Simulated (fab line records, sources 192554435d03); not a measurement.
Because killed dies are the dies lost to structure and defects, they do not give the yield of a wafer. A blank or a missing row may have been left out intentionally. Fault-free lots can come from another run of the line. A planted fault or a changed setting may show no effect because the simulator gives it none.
Split-lot experiment / flow n5 finfet / route with 1938 steps; 7 lots, 21 wafers read

== THE SPLIT ==
At N5_DUMMY_GATE_COAT_35 (time 60 s, resist thk 10 nm), the setting spin rpm was moved away from the recipe's 1500 rpm on 11 of the 21 wafers read, by -11.0% to +10.3%. This setting was run at the recipe's value on the other wafers.

The reading is taken at the split's own step.

== THE READING ==
SiARC_of_DUMMY_GATE_COAT_35.thk nm (the simulator's own value, which no gauge read), in nm, at N5_DUMMY_GATE_COAT_35 (time 60 s, resist thk 10 nm). The file does not state a usual value for it.

wafer=L083.1; tool, chamber at the split=litho track-05, 0; spin rpm as run, rpm=1500; against the recipe=recipe; SiARC_of_DUMMY_GATE_COAT_35.thk nm, nm=10; against lot-mates on the recipe=-
wafer=L083.4; tool, chamber at the split=litho track-05, 0; spin rpm as run, rpm=1500; against the recipe=recipe; SiARC_of_DUMMY_GATE_COAT_35.thk nm, nm=10; against lot-mates on the recipe=-
wafer=L083.3; tool, chamber at the split=litho track-05, 0; spin rpm as run, rpm=1608; against the recipe=+7.2%; SiARC_of_DUMMY_GATE_COAT_35.thk nm, nm=9.6; against lot-mates on the recipe=-0.4
wafer=L085.2; tool, chamber at the split=litho track-04, 0; spin rpm as run, rpm=1500; against the recipe=recipe; SiARC_of_DUMMY_GATE_COAT_35.thk nm, nm=10; against lot-mates on the recipe=-
wafer=L085.3; tool, chamber at the split=litho track-04, 0; spin rpm as run, rpm=1500; against the recipe=recipe; SiARC_of_DUMMY_GATE_COAT_35.thk nm, nm=10; against lot-mates on the recipe=-
wafer=L085.6; tool, chamber at the split=litho track-04, 0; spin rpm as run, rpm=1335; against the recipe=-11.0%; SiARC_of_DUMMY_GATE_COAT_35.thk nm, nm=10.6; against lot-mates on the recipe=+0.6
wafer=L089.4; tool, chamber at the split=litho track-03, 0; spin rpm as run, rpm=1626; against the recipe=+8.4%; SiARC_of_DUMMY_GATE_COAT_35.thk nm, nm=9.6; against lot-mates on the recipe=no lot-mate on the recipe
wafer=L089.5; tool, chamber at the split=litho track-03, 0; spin rpm as run, rpm=1626; against the recipe=+8.4%; SiARC_of_DUMMY_GATE_COAT_35.thk nm, nm=9.6; against lot-mates on the recipe=no lot-mate on the recipe
wafer=L089.6; tool, chamber at the split=litho track-03, 0; spin rpm as run, rpm=1626; against the recipe=+8.4%; SiARC_of_DUMMY_GATE_COAT_35.thk nm, nm=9.6; against lot-mates on the recipe=no lot-mate on the recipe
wafer=L090.1; tool, chamber at the split=litho track-03, 0; spin rpm as run, rpm=1500; against the recipe=recipe; SiARC_of_DUMMY_GATE_COAT_35.thk nm, nm=10; against lot-mates on the recipe=-
wafer=L090.2; tool, chamber at the split=litho track-03, 0; spin rpm as run, rpm=1500; against the recipe=recipe; SiARC_of_DUMMY_GATE_COAT_35.thk nm, nm=10; against lot-mates on the recipe=-
wafer=L090.5; tool, chamber at the split=litho track-03, 0; spin rpm as run, rpm=1654; against the recipe=+10.3%; SiARC_of_DUMMY_GATE_COAT_35.thk nm, nm=9.6; against lot-mates on the recipe=-0.4
wafer=L092.1; tool, chamber at the split=litho track-04, 0; spin rpm as run, rpm=1500; against the recipe=recipe; SiARC_of_DUMMY_GATE_COAT_35.thk nm, nm=10; against lot-mates on the recipe=-
wafer=L092.2; tool, chamber at the split=litho track-04, 0; spin rpm as run, rpm=1500; against the recipe=recipe; SiARC_of_DUMMY_GATE_COAT_35.thk nm, nm=10; against lot-mates on the recipe=-
wafer=L092.5; tool, chamber at the split=litho track-04, 0; spin rpm as run, rpm=1500; against the recipe=recipe; SiARC_of_DUMMY_GATE_COAT_35.thk nm, nm=10; against lot-mates on the recipe=-
wafer=L094.1; tool, chamber at the split=litho track-04, 0; spin rpm as run, rpm=1448; against the recipe=-3.5%; SiARC_of_DUMMY_GATE_COAT_35.thk nm, nm=10.2; against lot-mates on the recipe=+0.2
wafer=L094.5; tool, chamber at the split=litho track-04, 0; spin rpm as run, rpm=1448; against the recipe=-3.5%; SiARC_of_DUMMY_GATE_COAT_35.thk nm, nm=10.2; against lot-mates on the recipe=+0.2
wafer=L094.4; tool, chamber at the split=litho track-04, 0; spin rpm as run, rpm=1500; against the recipe=recipe; SiARC_of_DUMMY_GATE_COAT_35.thk nm, nm=10; against lot-mates on the recipe=-
wafer=L095.2; tool, chamber at the split=litho track-04, 0; spin rpm as run, rpm=1434; against the recipe=-4.4%; SiARC_of_DUMMY_GATE_COAT_35.thk nm, nm=10.2; against lot-mates on the recipe=no lot-mate on the recipe
wafer=L095.4; tool, chamber at the split=litho track-04, 0; spin rpm as run, rpm=1434; against the recipe=-4.4%; SiARC_of_DUMMY_GATE_COAT_35.thk nm, nm=10.2; against lot-mates on the recipe=no lot-mate on the recipe
wafer=L095.6; tool, chamber at the split=litho track-04, 0; spin rpm as run, rpm=1434; against the recipe=-4.4%; SiARC_of_DUMMY_GATE_COAT_35.thk nm, nm=10.2; against lot-mates on the recipe=no lot-mate on the recipe

FIT RESULTS
A straight line over all 21 wafers: SiARC_of_DUMMY_GATE_COAT_35.thk nm changes by -0.0486 nm for each +1% of spin rpm; r = -0.99; the points scatter about the line by 0.031 nm.
The same after taking each lot's own level away (the mean of its wafers on the recipe; 15 wafers): -0.0495 nm for each +1%; r = -0.99; scatter 0.035 nm.
That fit puts the effect of the largest move of spin rpm on the reading at 0.54 nm.
The lots' own levels span 10.00 to 10.00 nm.
Hence the lot-to-lot level has little effect on the slope; both slopes agree.
Check: +0.519 nm against its lot-mates is what the line predicts for one of the wafers moved furthest among these (-11.0%) when that wafer is left out of the fit. It came out at +0.6 nm against them.

== OTHER SPLITS APPLIED TO THESE WAFERS ==
Note: prior to the reading, these wafers also went through further splits. Each is held against what the fit with the lots' levels taken away leaves over:
other split on the same wafers=N5_FIN_SAQP_HM_DEP_72 time s; wafers away from the commonest value=5; r with SiARC_of_DUMMY_GATE_COAT_35.thk nm (lot level and that fit taken away)=-0.13
other split on the same wafers=N5_DUMMY_GATE_COAT_34 spin rpm; wafers away from the commonest value=7; r with SiARC_of_DUMMY_GATE_COAT_35.thk nm (lot level and that fit taken away)=-0.23

== THE FILE'S OWN FIT ==
SiARC_of_DUMMY_GATE_COAT_35.thk nm changes by -0.0492 nm for each +1% of spin rpm, r = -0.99.
